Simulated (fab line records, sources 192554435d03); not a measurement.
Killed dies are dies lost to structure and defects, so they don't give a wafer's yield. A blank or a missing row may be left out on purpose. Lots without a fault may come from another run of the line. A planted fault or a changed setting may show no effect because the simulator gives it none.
Split-lot experiment | flow n5_finfet | 7 lots, 39 wafers read, on a route of 1938 steps

THE SPLIT
At N5_HKMG_FIN_EXPOSE_09 (exposes mask NWFM), the setting dose_mj was moved away from the recipe's 39.25 on 18 of the 39 wafers read, by -6.2% to +6.1%. The other wafers ran this setting at the recipe's value.

FROM THE SPLIT TO THE READING: what the file shows between them, 2 steps
- N5_HKMG_FIN_PEB_10: peb time 60 s
- N5_HKMG_FIN_DEVELOP_11: develop time 30 s

THE READING
cd_nm, in nm, at N5_HKMG_FIN_CD_MEAS_12 (target cd 92.8 nm). Fault-free wafers of this fab line usually give 92.7 nm, standard deviation 0.52 nm.

wafer  | tool, chamber at the split | dose_mj as run | against the recipe | cd_nm, nm | against lot-mates on the recipe
L077.1 | arfi_scanner-03, 0         | 39.25          | recipe             | 92.6      | -
L077.2 | arfi_scanner-03, 0         | 39.25          | recipe             | 92.4      | -
L077.3 | arfi_scanner-03, 0         | 37.3           | -5.0%              | 89.1      | -3.3
L077.4 | arfi_scanner-03, 0         | 37.3           | -5.0%              | 89.6      | -2.8
L077.5 | arfi_scanner-03, 0         | 39.25          | recipe             | 92.3      | -
L077.6 | arfi_scanner-03, 0         | 37.3           | -5.0%              | 89.3      | -3.1
L079.1 | arfi_scanner-03, 0         | 40.72          | +3.7%              | 94.7      | +2.5
L079.2 | arfi_scanner-03, 0         | 39.25          | recipe             | 91.9      | -
L079.3 | arfi_scanner-03, 0         | 39.25          | recipe             | 92.1      | -
L079.4 | arfi_scanner-03, 0         | 40.72          | +3.7%              | 94.5      | +2.3
L079.5 | arfi_scanner-03, 0         | 39.25          | recipe             | 92.5      | -
L079.6 | arfi_scanner-03, 0         | 40.72          | +3.7%              | 95.2      | +3.0
L082.1 | arfi_scanner-02, 0         | 39.25          | recipe             | 93.8      | -
L082.2 | arfi_scanner-02, 0         | 40.3           | +2.7%              | 94.6      | +1.3
L082.3 | arfi_scanner-02, 0         | 40.3           | +2.7%              | 94.7      | +1.4
L082.4 | arfi_scanner-02, 0         | 40.3           | +2.7%              | 94.4      | +1.1
L082.5 | arfi_scanner-02, 0         | 39.25          | recipe             | 92.9      | -
L082.6 | arfi_scanner-02, 0         | 39.25          | recipe             | 93.1      | -
L084.1 | arfi_scanner-01, 0         | 39.25          | recipe             | 92.9      | -
L084.3 | arfi_scanner-01, 0         | 39.25          | recipe             | 93.7      | -
L084.4 | arfi_scanner-01, 0         | 39.25          | recipe             | 93.4      | -
L090.1 | arfi_scanner-01, 0         | 39.25          | recipe             | 91.9      | -
L090.2 | arfi_scanner-01, 0         | 39.25          | recipe             | 92.6      | -
L090.3 | arfi_scanner-01, 0         | 39.25          | recipe             | 92.1      | -
L090.4 | arfi_scanner-01, 0         | 36.83          | -6.2%              | 88.0      | -4.2
L090.5 | arfi_scanner-01, 0         | 36.83          | -6.2%              | 88.2      | -4.0
L090.6 | arfi_scanner-01, 0         | 36.83          | -6.2%              | 87.3      | -4.9
L094.1 | arfi_scanner-01, 0         | 36.89          | -6.0%              | 89.6      | -3.7
L094.2 | arfi_scanner-01, 0         | 39.25          | recipe             | 93.3      | -
L094.3 | arfi_scanner-01, 0         | 39.25          | recipe             | 93.2      | -
L094.4 | arfi_scanner-01, 0         | 39.25          | recipe             | 93.4      | -
L094.5 | arfi_scanner-01, 0         | 36.89          | -6.0%              | 89.3      | -4.0
L094.6 | arfi_scanner-01, 0         | 36.89          | -6.0%              | 89.7      | -3.6
L097.1 | arfi_scanner-02, 0         | 41.65          | +6.1%              | 96.7      | +3.7
L097.2 | arfi_scanner-02, 0         | 41.65          | +6.1%              | 97.5      | +4.5
L097.3 | arfi_scanner-02, 0         | 39.25          | recipe             | 92.0      | -
L097.4 | arfi_scanner-02, 0         | 41.65          | +6.1%              | 97.4      | +4.4
L097.5 | arfi_scanner-02, 0         | 39.25          | recipe             | 93.1      | -
L097.6 | arfi_scanner-02, 0         | 39.25          | recipe             | 93.8      | -

THE FIT
A straight line over all 39 wafers: cd_nm changes by +0.676 nm for each +1% of dose_mj; r = +0.97; the points scatter about the line by 0.62 nm.
The same after taking each lot's own level away (the mean of its wafers on the recipe; 39 wafers): +0.662 nm for each +1%; r = +0.99; scatter 0.39 nm.
On that fit, the largest move of dose_mj shifts the reading by 4.1 nm.
The lots' own levels span 92.17 to 93.33 nm, that is 2.2 times the standard deviation above.
So the lot-to-lot level changes the slope little: the two slopes agree.
Check: with one of the wafers moved furthest among these (-6.2%) left out of the fit, the line predicts -4.07 nm for it against its lot-mates. It came out at -4.2 nm against them.

OTHER SPLITS ON THESE WAFERS
These wafers also went through other splits before the reading. Each is held against what the fit with the lots' levels taken away leaves over:
other split on the same wafers    | wafers away from the commonest value | r with cd_nm (lot level and that fit taken away)
N5_WELL_APT_IMPLANT_15 energy_kev | 15                                   | +0.04
N5_FIN_SAQP_SPACER1_ALD_24 temp_c | 18                                   | -0.23
N5_FIN_CUT_ETCH_21 bias_w         | 15                                   | -0.09

THE FILE'S OWN FIT
cd_nm changes by +0.66 nm for each +1% of dose_mj, r = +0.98.
